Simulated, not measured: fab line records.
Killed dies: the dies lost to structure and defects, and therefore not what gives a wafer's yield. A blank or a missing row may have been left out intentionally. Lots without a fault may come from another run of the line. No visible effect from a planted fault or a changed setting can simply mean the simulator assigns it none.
Split-lot trial -- flow n5 finfet -- route with 1938 steps; 7 lots, 21 wafers read

== THE SPLIT ==
At N5_BEOL_M5_ETCH_72 (etches underlayer in N2/H2, target depth 6.5 nm, time 5.2 s), the setting source w was moved away from the recipe's 840 W on 8 of the 21 wafers read, by -8.8% to +17.8%. The other wafers ran this setting at the recipe's value.

Reading taken at the split's own step.

== THE READING ==
rf vpp V, in V, at N5_BEOL_M5_ETCH_72 (etches underlayer in N2/H2, target depth 6.5 nm, time 5.2 s). Fault-free wafers of this fab line usually give 524.2 V, standard deviation 2.3 V.

wafer,"tool, chamber at the split","source w as run, W",against the recipe,"rf vpp V, V",against lot-mates on the recipe
L079.3,"rie diel-01, 0",840,recipe,523.7,-
L079.5,"rie diel-01, 2",840,recipe,520.7,-
L079.6,"rie diel-01, 1",840,recipe,523.6,-
L080.1,"rie diel-05, 1",840,recipe,524.7,-
L080.5,"rie diel-05, 0",840,recipe,527.4,-
L080.6,"rie diel-05, 1",989.4,+17.8%,494.9,-31.1
L087.1,"rie diel-05, 1",840,recipe,522.5,-
L087.4,"rie diel-05, 0",778.2,-7.4%,540.7,+18.2
L087.5,"rie diel-05, 0",778.2,-7.4%,540.4,+17.9
L086.1,"rie diel-04, 0",765.9,-8.8%,542.5,+19.6
L086.2,"rie diel-04, 2",840,recipe,521.9,-
L086.3,"rie diel-04, 3",840,recipe,523.9,-
L088.1,"rie diel-05, 1",840,recipe,523.1,-
L088.3,"rie diel-05, 2",882,+5.0%,513.4,-9.7
L088.6,"rie diel-05, 3",882,+5.0%,514.9,-8.2
L089.2,"rie diel-04, 3",948.8,+13.0%,505.1,-22.3
L089.4,"rie diel-04, 0",840,recipe,527.4,-
L089.6,"rie diel-04, 3",948.8,+13.0%,502.5,-24.9
L093.4,"rie diel-05, 2",840,recipe,523.8,-
L093.5,"rie diel-05, 3",840,recipe,522.2,-
L093.6,"rie diel-05, 2",840,recipe,520.4,-

THE FIT
A straight line over all 21 wafers: rf vpp V changes by -1.76 V for each +1% of source w; r = -0.98; the points scatter about the line by 2.5 V.
The same after taking each lot's own level away (the mean of its wafers on the recipe; 21 wafers): -1.94 V for each +1%; r = -0.99; scatter 1.8 V.
On that fit, the largest move of source w shifts the reading by 34 V.
From 522.13 to 527.40 V: that is the span of the lots' own levels, equal to 2.3 times the standard deviation above.
Hence the lot-to-lot level has little effect on the slope; both slopes agree.
Check: for one of the wafers moved furthest among these (+17.8%), held out of the fit, the line's prediction against its lot-mates is -35 V. Against them it came out at -31.1 V.
Tool readings at the split's step, against how far the setting was moved: etch rf on time s r = -0.93; rf vpp V r = -0.98.

== FURTHER SPLITS ON THESE WAFERS ==
Before the reading, these wafers also passed through other splits. Each is held against what the fit with the lots' levels taken away leaves over:
other split on the same wafers,wafers away from the commonest value,r with rf vpp V (lot level and that fit taken away)
N5_BEOL_M1_EXPOSE_08 dose mj,9,-0.10
N5_BEOL_M1_CMP_52 down force psi,5,+0.20
N5_BEOL_M2_EXPOSE_25 dose mj,10,-0.07
N5_BEOL_M2_ALD_98 ald cycles,5,+0.24
N5_BEOL_M3_VIA_ETCH_34 time s,11,-0.16

== THE WHOLE CHAIN: every reading that the file lists as answering this split, in the file's order ==
step,what it does,reading,change (the file's fit),r (the file's)
N5_BEOL_M5_ETCH_72,"etches underlayer in N2/H2, target depth 6.5 nm, time 5.2 s",etch rf on time s,withheld for each +1% of the setting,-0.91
N5_BEOL_M5_ETCH_72,"etches underlayer in N2/H2, target depth 6.5 nm, time 5.2 s",rf vpp V,-1.89 V for each +1% of the setting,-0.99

== FILE'S OWN FIT ==
rf vpp V changes by -1.89 V for each +1% of source w, r = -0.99.
